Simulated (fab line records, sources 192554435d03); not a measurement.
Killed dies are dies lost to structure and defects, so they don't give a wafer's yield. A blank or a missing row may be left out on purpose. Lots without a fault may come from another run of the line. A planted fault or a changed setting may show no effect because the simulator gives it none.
Which tool did it? | flow n5_finfet | 24 lots, 72 wafers sampled, at 6 steps of a route of 1938

WHAT THE GAUGES READ, wafer by wafer
N5_MOL_CONTACT_COAG_CD_MEAS_08: target cd 28 nm.
lot  | measured     | on        | cd_nm (nm)
L074 | day 4 19:41  | cd_sem-03 | 28.08 27.49 27.73
L075 | day 5 03:02  | cd_sem-01 | 27.52 27.81 28.12
L076 | day 5 04:30  | cd_sem-03 | 28.32 28.16 28.14
L077 | day 5 14:56  | cd_sem-03 | 27.78 27.94 28.33
L078 | day 5 15:44  | cd_sem-02 | 27.57 28.27 27.80
L079 | day 6 02:49  | cd_sem-02 | 27.80 28.06 28.05
L080 | day 6 04:37  | cd_sem-01 | 28.18 28.09 28.02
L081 | day 6 10:43  | cd_sem-03 | 27.98 27.50 27.83
L082 | day 6 16:34  | cd_sem-01 | 27.95 27.86 28.25
L083 | day 6 22:29  | cd_sem-02 | 27.64 27.56 27.34
L084 | day 7 09:11  | cd_sem-03 | 27.81 27.88 27.89
L085 | day 7 10:40  | cd_sem-02 | 27.50 28.41 27.85
L086 | day 7 20:48  | cd_sem-01 | 28.04 28.50 28.35
L087 | day 7 21:25  | cd_sem-02 | 27.82 28.79 28.09
L088 | day 8 08:48  | cd_sem-03 | 27.97 28.25 27.89
L089 | day 8 16:03  | cd_sem-02 | 28.05 27.89 27.68
L091 | day 8 23:49  | cd_sem-03 | 28.31 27.78 28.16
L090 | day 9 08:28  | cd_sem-03 | 28.23 28.19 28.58
L092 | day 9 09:11  | cd_sem-01 | 28.23 28.24 28.01
L093 | day 9 10:50  | cd_sem-01 | 27.95 28.27 28.13
L094 | day 9 19:56  | cd_sem-02 | 27.69 28.27 27.97
L095 | day 9 23:36  | cd_sem-03 | 28.27 28.07 27.71
L096 | day 10 08:49 | cd_sem-01 | 28.07 27.82 27.88
L097 | day 10 10:05 | cd_sem-01 | 27.98 28.14 28.17

N5_MOL_CONTACT_COAG_CD_MEAS_84: target cd 25.1 nm.
lot  | measured     | on        | cd_nm (nm)
L074 | day 5 06:11  | cd_sem-03 | 24.96 25.04 25.32
L075 | day 5 12:12  | cd_sem-02 | 25.01 25.17 25.25
L076 | day 5 13:16  | cd_sem-01 | 24.79 25.39 25.44
L077 | day 6 03:08  | cd_sem-02 | 24.98 25.28 24.96
L078 | day 6 02:05  | cd_sem-02 | 25.03 25.11 25.13
L079 | day 6 12:34  | cd_sem-01 | 24.92 25.47 25.32
L080 | day 6 13:07  | cd_sem-03 | 24.67 25.21 24.67
L081 | day 6 22:11  | cd_sem-03 | 25.14 25.10 24.85
L082 | day 7 02:07  | cd_sem-03 | 25.01 25.20 25.08
L083 | day 7 09:11  | cd_sem-02 | 25.21 25.16 24.84
L084 | day 7 17:58  | cd_sem-03 | 25.10 25.16 24.94
L085 | day 7 22:29  | cd_sem-01 | 24.86 24.82 25.27
L086 | day 8 06:06  | cd_sem-02 | 24.76 24.93 25.00
L087 | day 8 08:41  | cd_sem-03 | 25.01 25.00 25.02
L088 | day 8 18:56  | cd_sem-03 | 25.57 25.62 25.47
L089 | day 9 03:53  | cd_sem-01 | 25.08 25.49 25.42
L091 | day 9 10:09  | cd_sem-01 | 25.14 25.03 25.31
L090 | day 9 19:11  | cd_sem-02 | 24.80 24.90 24.54
L092 | day 9 22:28  | cd_sem-02 | 24.89 24.63 25.19
L093 | day 9 22:38  | cd_sem-02 | 24.62 25.11 25.05
L094 | day 10 08:30 | cd_sem-02 | 25.08 25.21 24.85
L095 | day 10 11:36 | cd_sem-02 | 25.07 25.19 25.40
L096 | day 10 19:39 | cd_sem-01 | 25.08 25.05 25.46
L097 | day 10 22:00 | cd_sem-02 | 25.31 25.20 25.49

N5_MOL_CONTACT_COAG_INSPECT_57: inspects for defects (brightfield).
lot  | measured     | on                | raw_defect_count
L074 | day 5 06:16  | defect_inspect-02 | 172 259 138
L075 | day 5 12:17  | defect_inspect-02 | 170 125 197
L076 | day 5 13:22  | defect_inspect-02 | 175 159 249
L077 | day 6 03:13  | defect_inspect-02 | 164 247 256
L078 | day 6 02:10  | defect_inspect-02 | 163 108 142
L079 | day 6 12:38  | defect_inspect-02 | 258 216 230
L080 | day 6 13:12  | defect_inspect-01 | 174 129 215
L081 | day 6 22:16  | defect_inspect-01 | 151 192 247
L082 | day 7 02:12  | defect_inspect-01 | 189 168 156
L083 | day 7 09:16  | defect_inspect-01 | 318 218 251
L084 | day 7 18:03  | defect_inspect-01 | 145 279 258
L085 | day 7 22:35  | defect_inspect-02 | 235 302 345
L086 | day 8 06:11  | defect_inspect-02 | 99 108 167
L087 | day 8 08:46  | defect_inspect-01 | 252 196 224
L088 | day 8 19:01  | defect_inspect-02 | 184 156 105
L089 | day 9 03:58  | defect_inspect-02 | 203 185 147
L091 | day 9 10:14  | defect_inspect-01 | 235 182 174
L090 | day 9 19:17  | defect_inspect-02 | 278 261 151
L092 | day 9 22:33  | defect_inspect-02 | 178 232 172
L093 | day 9 22:44  | defect_inspect-02 | 177 157 196
L094 | day 10 08:35 | defect_inspect-01 | 161 180 179
L095 | day 10 11:41 | defect_inspect-01 | 120 213 155
L096 | day 10 19:44 | defect_inspect-01 | 149 116 103
L097 | day 10 22:06 | defect_inspect-01 | 99 143 143

WHICH TOOL RAN EACH LOT (tool, then ch and the chambers of the sampled wafers, then the start)
lot  | N5_MOL_CONTACT_COAG_TI_SIL_19 | N5_MOL_CONTACT_COAG_PRE_CLEAN_141 | N5_MOL_CONTACT_COAG_SPUTTER_130
L074 | pvd_sputter-01, day 4 20:58   | pvd_sputter-01, day 4 22:10       | pvd_sputter-02, day 5 01:22
L075 | pvd_sputter-01, day 5 04:58   | pvd_sputter-01, day 5 05:50       | pvd_sputter-01, day 5 08:20
L076 | pvd_sputter-01, day 5 05:34   | pvd_sputter-03, day 5 06:55       | pvd_sputter-03, day 5 09:14
L077 | pvd_sputter-01, day 5 17:29   | pvd_sputter-03, day 5 18:36       | pvd_sputter-01, day 5 22:26
L078 | pvd_sputter-03, day 5 17:23   | pvd_sputter-01, day 5 18:29       | pvd_sputter-02, day 5 22:18
L079 | pvd_sputter-02, day 6 03:49   | pvd_sputter-02, day 6 05:17       | pvd_sputter-01, day 6 08:41
L080 | pvd_sputter-02, day 6 05:37   | pvd_sputter-02, day 6 06:42       | pvd_sputter-03, day 6 09:22
L081 | pvd_sputter-02, day 6 12:06   | pvd_sputter-01, day 6 14:41       | pvd_sputter-03, day 6 18:19
L082 | pvd_sputter-03, day 6 17:57   | pvd_sputter-01, day 6 18:58       | pvd_sputter-03, day 6 22:22
L083 | pvd_sputter-03, day 7 00:05   | pvd_sputter-02, day 7 02:01       | pvd_sputter-01, day 7 05:19
L084 | pvd_sputter-03, day 7 10:46   | pvd_sputter-01, day 7 11:58       | pvd_sputter-02, day 7 14:13
L085 | pvd_sputter-03, day 7 11:39   | pvd_sputter-03, day 7 12:47       | pvd_sputter-02, day 7 17:51
L086 | pvd_sputter-01, day 7 21:59   | pvd_sputter-02, day 7 23:20       | pvd_sputter-01, day 8 01:33
L087 | pvd_sputter-01, day 7 22:28   | pvd_sputter-03, day 8 00:44       | pvd_sputter-03, day 8 04:49
L088 | pvd_sputter-01, day 8 10:17   | pvd_sputter-01, day 8 11:20       | pvd_sputter-01, day 8 14:29
L089 | pvd_sputter-03, day 8 17:46   | pvd_sputter-03, day 8 20:16       | pvd_sputter-03, day 8 23:16
L091 | pvd_sputter-03, day 9 00:49   | pvd_sputter-02, day 9 03:40       | pvd_sputter-01, day 9 06:17
L090 | pvd_sputter-01, day 9 09:36   | pvd_sputter-02, day 9 10:56       | pvd_sputter-03, day 9 13:15
L092 | pvd_sputter-03, day 9 10:10   | pvd_sputter-01, day 9 12:42       | pvd_sputter-03, day 9 16:21
L093 | pvd_sputter-01, day 9 12:52   | pvd_sputter-01, day 9 13:56       | pvd_sputter-03, day 9 16:31
L094 | pvd_sputter-03, day 9 22:23   | pvd_sputter-01, day 10 02:13      | pvd_sputter-02, day 10 04:28
L095 | pvd_sputter-01, day 10 02:23  | pvd_sputter-01, day 10 03:53      | pvd_sputter-03, day 10 07:31
L096 | pvd_sputter-01, day 10 10:02  | pvd_sputter-01, day 10 11:12      | pvd_sputter-01, day 10 15:47
L097 | pvd_sputter-03, day 10 11:35  | pvd_sputter-01, day 10 15:59      | pvd_sputter-03, day 10 18:14
- N5_MOL_CONTACT_COAG_TI_SIL_19: material Ti, target thk 4.2 nm, time 15 s.
- N5_MOL_CONTACT_COAG_PRE_CLEAN_141: time 60 s.
- N5_MOL_CONTACT_COAG_SPUTTER_130: material Co, target thk 47.5 nm.

WHAT THE TOOLS THEMSELVES READ (means of the sampled wafers that have a number; where no wafer has one, the mark that the record gives instead)
N5_MOL_CONTACT_COAG_TI_SIL_19.
lot  | tool           | throttle_valve_pct (%)
L074 | pvd_sputter-01 | 31.7
L075 | pvd_sputter-01 | 31.4
L076 | pvd_sputter-01 | 31.4
L077 | pvd_sputter-01 | 31.4
L078 | pvd_sputter-03 | 28.8
L079 | pvd_sputter-02 | 29.8
L080 | pvd_sputter-02 | 29.5
L081 | pvd_sputter-02 | 29.7
L082 | pvd_sputter-03 | 29.6
L083 | pvd_sputter-03 | 29.0
L084 | pvd_sputter-03 | 29.5
L085 | pvd_sputter-03 | 29.5
L086 | pvd_sputter-01 | 31.6
L087 | pvd_sputter-01 | 31.1
L088 | pvd_sputter-01 | 30.6
L089 | pvd_sputter-03 | 30.0
L091 | pvd_sputter-03 | 29.1
L090 | pvd_sputter-01 | 31.5
L092 | pvd_sputter-03 | 29.6
L093 | pvd_sputter-01 | 29.9
L094 | pvd_sputter-03 | 29.0
L095 | pvd_sputter-01 | 30.8
L096 | pvd_sputter-01 | 29.6
L097 | pvd_sputter-03 | 29.6

N5_MOL_CONTACT_COAG_PRE_CLEAN_141.
lot  | tool           | heater_power_w (W)
L074 | pvd_sputter-01 | 461
L075 | pvd_sputter-01 | 518
L076 | pvd_sputter-03 | 520
L077 | pvd_sputter-03 | 475
L078 | pvd_sputter-01 | 497
L079 | pvd_sputter-02 | 502
L080 | pvd_sputter-02 | 482
L081 | pvd_sputter-01 | 499
L082 | pvd_sputter-01 | 495
L083 | pvd_sputter-02 | 482
L084 | pvd_sputter-01 | 515
L085 | pvd_sputter-03 | 487
L086 | pvd_sputter-02 | 492
L087 | pvd_sputter-03 | 494
L088 | pvd_sputter-01 | 488
L089 | pvd_sputter-03 | 480
L091 | pvd_sputter-02 | 460
L090 | pvd_sputter-02 | 467
L092 | pvd_sputter-01 | 489
L093 | pvd_sputter-01 | 487
L094 | pvd_sputter-01 | 497
L095 | pvd_sputter-01 | 510
L096 | pvd_sputter-01 | 503
L097 | pvd_sputter-01 | 520

N5_MOL_CONTACT_COAG_SPUTTER_130.
lot  | tool           | throttle_valve_pct (%)
L074 | pvd_sputter-02 | 30.1
L075 | pvd_sputter-01 | 31.6
L076 | pvd_sputter-03 | 29.0
L077 | pvd_sputter-01 | 30.7
L078 | pvd_sputter-02 | 29.7
L079 | pvd_sputter-01 | 30.8
L080 | pvd_sputter-03 | 29.2
L081 | pvd_sputter-03 | 29.5
L082 | pvd_sputter-03 | 29.1
L083 | pvd_sputter-01 | 31.5
L084 | pvd_sputter-02 | 29.6
L085 | pvd_sputter-02 | 29.4
L086 | pvd_sputter-01 | 30.6
L087 | pvd_sputter-03 | 30.5
L088 | pvd_sputter-01 | 30.3
L089 | pvd_sputter-03 | 29.6
L091 | pvd_sputter-01 | 30.8
L090 | pvd_sputter-03 | 29.3
L092 | pvd_sputter-03 | 29.0
L093 | pvd_sputter-03 | 30.4
L094 | pvd_sputter-02 | 29.5
L095 | pvd_sputter-03 | 29.7
L096 | pvd_sputter-01 | 32.1
L097 | pvd_sputter-03 | 29.1

THE ANSWER, worked out from the rows above alone
Rule: what is usual is taken from the lots themselves. Put in order of their means at a reading, lots are off if they are a third of the lots or fewer, leave a main group of 4 or more, and stand apart from it by a gap of 3 or more times the standard deviation of the main group's means; of several such gaps the widest counts. A main group whose means are all the same, to the digits that the tables above print for the reading, isn't used. A lot without any number at a reading at which 4 lots or more have one is off too. The other lots that the step has rows for count as sound. The gauges are gone through in route order, then the tools' own readings, and for those a lot's mean is taken as printed above. The first step at which some lot is off is used, and at that step the reading that is off furthest; a lot without a number counts as furthest.
No lot is off at any reading shown: from this, nothing can be told.

WHAT THE SIMULATOR HAD PUT IN
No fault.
